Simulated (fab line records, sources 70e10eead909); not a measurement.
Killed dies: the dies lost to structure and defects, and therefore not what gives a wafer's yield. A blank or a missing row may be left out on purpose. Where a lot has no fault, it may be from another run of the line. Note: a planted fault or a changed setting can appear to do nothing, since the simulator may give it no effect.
Chamber matching || flow nand harc || NHARC_A_M0_DESCUM_14 on rie diel-11 has 4 sister chambers
The step chemistry O2, time 3 s. 4 wafers are shown with their chamber, then 9 later ones without.

WAFERS WITH THEIR CHAMBER
{"wafer": "L080.5", "chamber": 2, "drypump motor current A (A)": 5.8}
{"wafer": "L084.3", "chamber": 0, "drypump motor current A (A)": 5.6}
{"wafer": "L084.4", "chamber": 1, "drypump motor current A (A)": 6.0}
{"wafer": "L084.5", "chamber": 3, "drypump motor current A (A)": 5.7}

WAFERS WHOSE CHAMBER IS MISSING
{"wafer": "L088.1", "drypump motor current A (A)": 5.8}
{"wafer": "L088.2", "drypump motor current A (A)": 6.0}
{"wafer": "L088.4", "drypump motor current A (A)": 5.8}
{"wafer": "L094.1", "drypump motor current A (A)": 5.8}
{"wafer": "L094.2", "drypump motor current A (A)": 6.0}
{"wafer": "L094.3", "drypump motor current A (A)": 5.7}
{"wafer": "L096.1", "drypump motor current A (A)": 5.8}
{"wafer": "L096.4", "drypump motor current A (A)": 5.9}
{"wafer": "L096.6", "drypump motor current A (A)": 5.5}

WHICH CHAMBER EACH WENT THROUGH
{"wafer": "L088.1", "from the rows above": 2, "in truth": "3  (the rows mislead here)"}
{"wafer": "L088.2", "from the rows above": 1, "in truth": 1}
{"wafer": "L088.4", "from the rows above": 2, "in truth": 2}
{"wafer": "L094.1", "from the rows above": 2, "in truth": 2}
{"wafer": "L094.2", "from the rows above": 1, "in truth": 1}
{"wafer": "L094.3", "from the rows above": 3, "in truth": 3}
{"wafer": "L096.1", "from the rows above": 2, "in truth": 2}
{"wafer": "L096.4", "from the rows above": "can't be placed: 1 or 2", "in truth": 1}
{"wafer": "L096.6", "from the rows above": 0, "in truth": 0}
Correct placement for 7 of the 9. Not placeable from these rows: 1 (in 1, the candidates include the true chamber). 1 placed wrongly.
How it was worked out, from the rows above alone: a wafer's distance from a chamber is the root of the sum, over the readings, of the square of ((its reading less the chamber's mean) divided by the reading's scatter). The wafer belongs to the nearest chamber; if the next one is less than 2 further off, it can't be placed. For every chamber, the mean is computed from those of its wafers that are shown. The scatter: with one shown wafer a chamber, the root of the mean of the squares of how far each hidden wafer lies from its nearest shown one.
